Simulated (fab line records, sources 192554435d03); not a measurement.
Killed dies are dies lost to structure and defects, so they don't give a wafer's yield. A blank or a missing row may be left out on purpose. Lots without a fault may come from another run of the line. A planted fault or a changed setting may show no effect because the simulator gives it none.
fab line records | flow n5_finfet
record lots=4 wafers=12 last_day=18
route steps=1938 shown BEOL_M2@852 BEOL_M4@1111 PASSIVATION@1936
lots that met no fault: from a run of the same line without faults
start_h: hours from the record's first day to the start of the lot's first wafer shown | wait_h: hours since the lot's step before | " the same as in the row above | L1.1+2: a row that stands for several wafers | - no value, or no start given | * or withheld: withheld | < > ~ a bound
route shown NAME@n: a module of which the file shows steps, and the number in the route of the first | usual: mean/standard deviation of fault-free wafers | same: alike in all rows | chamber/n: place in a boat | sites: the reading at each site | _std_site: their standard deviation | _edge_site: outer sites' mean less inner sites' | radius_mm: how far each site lies from the wafer's centre | mask NAME#n: copy n | behind: the tool/chamber that last shaped the wafer | hold: why the lot was held/for how many hours/how that ended | device: the transistor (n, p or np) that didn't switch | end of line: the same wafers' tests at the end of the route | a step without rows: its recipe alone | killed: dies lost to structure and defects at the first sort, not the wafer's yield | map: a wafer's dies, x killed, . not, _ none there
set.NAME: the setting as run; set.NAME@STEP: as run at that earlier step | model.NAME: the simulator's own value behind a step, which no gauge read
lots at some steps of the route; a table a step, a row a wafer
services: from which hour (start_h, from the record's first day; less than 0 if before it) a tool's chamber was out of use, for how many hours, and why
## steps
# step N5_BEOL_M2_PEB_09
# recipe peb_temp_c=100 peb_time_s=60 resist=CAR-EUV
# step N5_BEOL_M2_DEVELOP_10
# recipe develop_time_s=30 developer=TMAH resist=CAR-EUV rinse_liquid=surfactant_rinse dry=air_spin dev_temp_c=23
# step N5_BEOL_M2_DESCUM_16
# recipe chemistry=O2 time_s=7 source_power_w=50 bias_power_w=20 pressure_mtorr=20 rf_frequency_hz=2.712e+07 temp_c=40 resist=CAR-EUV o2_flow_sccm=225
# step N5_BEOL_M2_ETCH_74
# recipe chemistry=N2/H2 target=underlayer target_depth_a=65 mask_material=CAR-EUV time_s=5.2 ion_energy_ev=200 pressure_mtorr=30 source_w=840 bias_w=150 n2_flow_sccm=200 h2_flow_sccm=200 ends=cleared
# step N5_BEOL_M2_ETCH_63
# recipe chemistry=CF4 target=SiARC target_depth_a=156 mask_material=CAR-EUV time_s=26 ion_energy_ev=80 pressure_mtorr=40 source_w=545 bias_w=36 Ar_flow_sccm=100 cf4_flow_sccm=100 ends=cleared
# step N5_BEOL_M2_ETCH_64
# recipe chemistry=N2/H2 target=SOC target_depth_a=750 overetch_a=225 mask_material=SiARC temp_c=40 time_s=121.9 ion_energy_ev=200 pressure_mtorr=30 source_w=840 bias_w=150 n2_flow_sccm=200 h2_flow_sccm=200
# step N5_BEOL_M2_STRIP_65
# recipe chemistry=N2/H2 temp_c=40 n2_flow_sccm=200 h2_flow_sccm=200 rf_frequency_hz=6e+07
# step N5_BEOL_M2_STRIP_75
# recipe chemistry=N2/H2 temp_c=40 n2_flow_sccm=200 h2_flow_sccm=200 rf_frequency_hz=6e+07
# step N5_BEOL_M2_STRIP_66
# recipe chemistry=CF4 resist=SiARC power_w=300 bias_power_w=75 pressure_mtorr=50 cf4_flow_sccm=150 rf_frequency_hz=6e+07
# step N5_BEOL_M2_HM_OPEN_17
# recipe chemistry=Cl2/BCl3 target_depth_a=200 overetch_a=60 target=TiN mask_material=SOC ion_energy_ev=150 pressure_mtorr=10 icp_w=1000 bias_w=126 Cl2_flow_sccm=53.25 bcl3_flow_sccm=21.75 Ar_flow_sccm=25
# usual drypump_motor_current_A=5.7/0.45 mfc_ar_sccm=24.99/0.074 oes_product_au=0.69/0.069 throttle_valve_pct=22.22/0.23
# columns lot.wafer tool chamber start_h wait_h drypump_motor_current_A mfc_ar_sccm oes_product_au rf_hours_counter_h throttle_valve_pct
L137.1 rie_metal-02 1 151.80 0.0 6.3 25.08 0.71 19 21.96
L137.4 " 0 " " 5.1 25.05 0.74 - 21.93
L137.6 " 0 " " 5.1 25.10 0.74 - 21.93
L139.3 rie_metal-02 1 171.88 0.1 6.3 25.09 0.72 - 21.94
L139.4 " 0 " " 5.1 25.01 0.74 - 21.96
L139.6 " 0 " " 5.1 24.95 0.74 - 21.93
L141.1 rie_metal-02 1 175.13 0.0 6.4 25.02 0.70 21 21.95
L141.2 " 0 " " 5.2 24.87 0.73 17 21.96
L141.5 " 0 " " 5.1 24.93 0.73 - 21.96
L157.1 rie_metal-03 1 273.05 0.0 6.0 25.02 0.69 33 22.52
L157.4 " 1 " " 6.0 25.03 0.68 - 22.51
L157.6 " 0 " " 5.5 24.90 0.61 - 22.35
# step N5_BEOL_M2_STRIP_19
# recipe chemistry=O2 power_w=400 temp_c=40 pressure_mtorr=30 rf_frequency_hz=6e+07 bias_power_w=0 overash_fraction=0.2 o2_flow_sccm=225
# step N5_BEOL_M2_COAT_67
# recipe resist=SOC temp_c=250 time_s=60 spin_rpm=1500 resist_thk_nm=60
# step N5_BEOL_M2_COAT_68
# recipe resist=SiARC temp_c=220 time_s=60 spin_rpm=1500 resist_thk_nm=12
# step N5_BEOL_M2_COAT_76
# recipe resist=underlayer temp_c=205 time_s=60 spin_rpm=1500 resist_thk_nm=5
# step N5_BEOL_M2_COAT_22
# recipe resist=CAR-EUV spin_rpm=1500 resist_thk_nm=30
# step N5_BEOL_M2_EBR_24
# recipe solvent=PGMEA ebr_width_mm=1.5
# step N5_BEOL_M2_SOFTBAKE_23
# recipe temp_c=110 time_s=60 resist=CAR-EUV
# step N5_BEOL_M2_EXPOSE_25
# recipe mask_id=V1 na=0.33 source_shape=quasar sigma_inner=0.2 sigma_outer=0.8 polarization=unpolarized defocus_nm=5 dose_mj=63
# step N5_BEOL_M2_PEB_26
# recipe peb_temp_c=100 peb_time_s=60 resist=CAR-EUV
# step N5_BEOL_M2_DEVELOP_27
# recipe develop_time_s=30 developer=TMAH resist=CAR-EUV rinse_liquid=surfactant_rinse dry=air_spin dev_temp_c=23
# step N5_BEOL_M2_INSPECT_30
# recipe mode=adi inspect_instrument=brightfield
# usual raw_defect_count=394/89
# columns lot.wafer tool chamber start_h wait_h raw_defect_count
L137.1 defect_inspect-02 - 152.53 0.1 289
L137.4 " - " " 414
L137.6 " - " " 532
L139.3 defect_inspect-01 - 172.44 0.0 1299
L139.4 " - " " 1241
L139.6 " - " " 1206
L141.1 defect_inspect-01 - 175.71 0.1 1259
L141.2 " - " " 1283
L141.5 " - " " 1144
L157.1 defect_inspect-01 - 273.82 0.1 452
L157.4 " - " " 495
L157.6 " - " " 556
# step N5_BEOL_M2_DESCUM_33
# recipe chemistry=O2 time_s=7 source_power_w=50 bias_power_w=20 pressure_mtorr=20 rf_frequency_hz=2.712e+07 temp_c=40 resist=CAR-EUV o2_flow_sccm=225
# step N5_BEOL_M4_RC_MEAS_101
# usual DIBL_N=36.5/1.4 DIBL_P=36.9/1.7 IOFF_N=0.163/0.023 IOFF_P=0.22/0.032 ION_N=673/9 ION_P=462/7.5 SS_N=71.6/0.54 SS_P=73.4/0.62 VT_N=249.8/2.8 VT_P=-250/3.5
# columns lot.wafer tool chamber start_h wait_h DIBL_N[mV/V] DIBL_P[mV/V] IOFF_N[nA/um] IOFF_P[nA/um] ION_N[uA/um] ION_P[uA/um] SS_N[mV/dec] SS_P[mV/dec] VT_N[mV] VT_P[mV]
L137.1 prober-01 0 185.89 0.0 37.2 38.9 0.186 0.26 674 467 71.8 74.9 249.9 -246
L137.4 " 0 " " 37.2 39.2 0.184 0.26 680 470 71.3 74.1 250.4 -247
L137.6 " 0 " " 37.4 38.4 0.177 0.25 670 461 71.5 74.5 248.7 -246
L141.1 prober-01 0 210.67 0.0 38.9 38.9 0.203 0.24 691 460 72.4 74.7 245.2 -249
L141.2 " 0 " " 34.2 33.7 0.127 0.16 656 451 71.7 72.0 254.4 -255
L141.5 " 0 " " 35.4 35.7 0.148 0.18 670 460 71.7 72.7 247.3 -256
L139.3 prober-02 0 210.84 0.3 38.4 39.6 0.184 0.24 685 471 71.8 74.1 247.9 -248
L139.4 " 0 " " 38.0 38.6 0.175 0.23 663 456 72.2 73.2 250.1 -251
L139.6 " 0 " " 37.1 38.3 0.159 0.21 682 467 71.9 73.0 247.3 -252
L157.1 prober-02 0 303.67 0.0 36.8 35.8 0.174 0.24 670 468 71.3 73.7 247.3 -249
L157.4 " 0 " " 36.5 34.9 0.172 0.23 662 455 72.4 73.5 248.9 -249
L157.6 " 0 " " 35.4 34.1 0.147 0.22 671 462 71.2 72.8 249.3 -249
# step N5_PASSIVATION_PROBE_49
# usual defect_limited_yield=91.2/1.4 killed_at_M0_to_M3=35/11 killed_at_M4_up=12/4.2 killed_at_contacts=13/5.6 killed_at_front_end=40/12 killed_at_other=3.3/2.6 killed_dies=103/17 killed_open=68/12 killed_short=34/7.6 sort_bin_5_function=5.1/0.95 sort_bin_6_memory=3.3/0.68 sort_n_pass=1077/17 sort_yield_pct=91.2/1.4
# same gross_dies=1180 killed_at_back_side=0 sort_bin_4_leakage[%]=0 sort_bin_8_speed[%]=0
# columns lot.wafer tool chamber start_h wait_h defect_limited_yield[%] killed_at_M0_to_M3 killed_at_M4_up killed_at_contacts killed_at_front_end killed_at_other killed_dies killed_open killed_short sort_bin_5_function[%] sort_bin_6_memory[%] sort_n_pass sort_yield_pct[%]
L141.1 prober-02 - 305.98 0.0 87.6 94 12 7 33 0 146 53 21 7.0 2.8 1034 87.6
L141.2 prober-02 - 306.03 0.1 79.4 170 14 13 44 2 243 63 34 13.6 3.9 937 79.4
L141.5 prober-02 - 306.18 0.2 79.7 170 18 13 36 3 240 66 32 12.9 4.2 940 79.7
L139.3 prober-02 - 318.83 0.1 84.8 114 11 12 42 0 179 67 35 8.3 4.1 1001 84.8
L139.4 prober-02 - 318.88 0.2 81.4 161 5 11 38 5 220 55 34 11.4 4.1 960 81.4
L139.6 prober-02 - 318.98 0.3 82.4 153 13 18 20 4 208 50 26 10.6 3.5 972 82.4
# killed by level:class
L141.1 BEOL_M2:unspecified=72 BEOL_M1:geometric_particle:open=9 GATE_CUT:geometric_particle:open=6 BEOL_M4:geometric_particle:open=6 FIN_SAQP:geometric_particle:open=5 STI_FIN_REVEAL:geometric_particle:open=5 MOL_CONTACT_COAG:geometric_particle:open=5 BEOL_M0_SAQP:geometric_particle:short=5
L141.2 BEOL_M2:unspecified=142 STI_FIN_REVEAL:geometric_particle:open=14 BEOL_M1:geometric_particle:open=11 MOL_CONTACT_COAG:geometric_particle:open=10 FIN_SAQP:geometric_particle:short=7 BEOL_M0_SAQP:geometric_particle:short=7 BEOL_M4:geometric_particle:open=6 DUMMY_GATE:geometric_particle:open=4
L141.5 BEOL_M2:unspecified=142 STI_FIN_REVEAL:geometric_particle:open=12 MOL_CONTACT_COAG:geometric_particle:open=10 BEOL_M4:geometric_particle:open=10 BEOL_M3:geometric_particle:open=8 BEOL_M0_SAQP:geometric_particle:short=6 GATE_CUT:geometric_particle:short=6 SPACER0:geometric_particle:open=5
L139.3 BEOL_M2:unspecified=75 MOL_CONTACT_COAG:geometric_particle:open=10 BEOL_M1:geometric_particle:open=10 FIN_SAQP:geometric_particle:short=8 FIN_SAQP:geometric_particle:open=7 BEOL_M3:geometric_particle:open=7 STI_FIN_REVEAL:geometric_particle:open=6 DUMMY_GATE:geometric_particle:open=4
L139.4 BEOL_M2:unspecified=131 FIN_SAQP:geometric_particle:open=12 MOL_CONTACT_COAG:geometric_particle:open=10 FIN_SAQP:geometric_particle:short=9 BEOL_M0_SAQP:geometric_particle:short=8 BEOL_M1:geometric_particle:open=7 STI_FIN_REVEAL:geometric_particle:open=4 BEOL_M0_SAQP:geometric_particle:open=3
L139.6 BEOL_M2:unspecified=130 MOL_CONTACT_COAG:geometric_particle:open=13 BEOL_M1:geometric_particle:open=10 BEOL_M4:geometric_particle:open=7 MOL_CONTACT_COAG:geometric_particle:short=5 FIN_SAQP:geometric_particle:short=4 BEOL_M0_SAQP:geometric_particle:open=4 BEOL_M0_SAQP:geometric_particle:short=4
# map L139.4 (x killed, . not)
_________________...x........________________
______________.................._____________
___________........x...............__________
__________.........................._________
________..........x........x..x......._______
_______x..............x................______
______..x....x.x......x................._____
_____...........x................x....x..____
____.....x........x.......................___
___.x.x............x.......................__
___....x......xx.....x.......x.............__
__.....x...x.x..xxx..................xx...x._
__x......x.xxxx.xx.........................._
_..........xxxxxxxxxx.....x.....x............
_..x.....xx.xxxxxxxxxx.................xx....
_........xxxxxxxxxxx.x.......................
_........xxxxxxxxxxxxx.x...x.........x.......
_.xxx..x.xxxxxxxxxxxx..xx..x.....x...........
_..x...xxxxxxxxxxxxxx.......x.x.....x........
_....xx..xxxxxxxxxxx.x...x......x............
_x........xxxxxxxxxxx.x.x.x.x................
__......xxx.xxxxxxxxx............x......x..._
__..xx....xx..x..x....x.....x..............._
___..............x.........................__
___...........x.x..............x....x..x...__
____.xx.......x..x........x....x......x...___
_____.......x.............x......x.......____
______....x..........x.......x.........._____
_______............x...................______
________.......x............x.x......._______
__________.....x..xx..........x....._________
___________........................__________
______________..x..x...x..x....._____________
_________________......x.....________________
# map L141.2 (x killed, . not)
_________________............________________
______________......x..........._____________
___________.......xx....x..x.......__________
__________.......................x.._________
________..............x..............._______
_______.........x......x.......xx..x...______
______.x........x......................._____
_____........x.....x................x....____
____...x..........xx.....x..............x.___
___......x.........................x......x__
___x.....x..x.x............................__
__...........x.x......x.x.............x....._
__..x...x.x.xxxxx.x.x.xxx.x................._
_......xx.xxxxxxxxxx.x.......x...........x...
_........x.xxxxxxxxxxxxx................x....
_......xx.xxxxxxxxxxx.x......x......x.......x
_.......xxxxxxxxxxxxxxx...........x.........x
_x...x.xxxxxxxxxxxxxxxx......x.........x....x
_......xxxxxxxxxxxxxxxx.....x...x............
_....x....xxxxxxxxxxxx................x.x..x.
_........xxxxxxxxxxxx.x......................
__.....x...x.xxxxxxxxx.x.........x...x......_
__.....x.xx.xxxxxx.......x....x............._
___..x....x...x..xx.....x...xx..x........x.__
___..x..x.....xx......x....x...............__
____xx..x.....x...x.......................___
_____......x..x..........x...............____
______.......x..x.....................x._____
_______x.......xx.......x............x.______
________.........x............x......._______
__________...........x...x.........._________
___________........................__________
______________x...x............._____________
_________________............________________
## services
# columns tool chamber start_h hours kind
rie_metal-02 1 187.87 1.7 repair
rie_metal-03 0 215.64 3.2 repair
rie_metal-02 0 223.35 4.1 repair
rie_metal-03 0 224.56 9.9 repair
rie_metal-02 0 258.04 13.5 repair
rie_metal-02 1 266.37 16.0 repair
rie_metal-03 - 271.82 0.6 repair
## key
first_sign step=N5_BEOL_M2_INSPECT_30 reading=raw_defect_count direction=up sigmas=9.5 usual=394 struck=1239
effect step=N5_PASSIVATION_PROBE_49 reading=killed_at_M0_to_M3 direction=up sigmas=9.8 usual=35 struck=144
more_kills_born_at N5_BEOL_M2_HM_OPEN_17@rie_metal-02=692
met_at N5_BEOL_M2_HM_OPEN_17
struck_wafers L139.3,L139.4,L139.6,L141.1,L141.2,L141.5
onset_between 151.80 171.88
fault kind=chamber_particle_source tool=rie_metal-02 chamber=- onset_h=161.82 steps=N5_BEOL_M2_HM_OPEN_17 rate_per_visit_cm2=1.2829 end_h=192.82
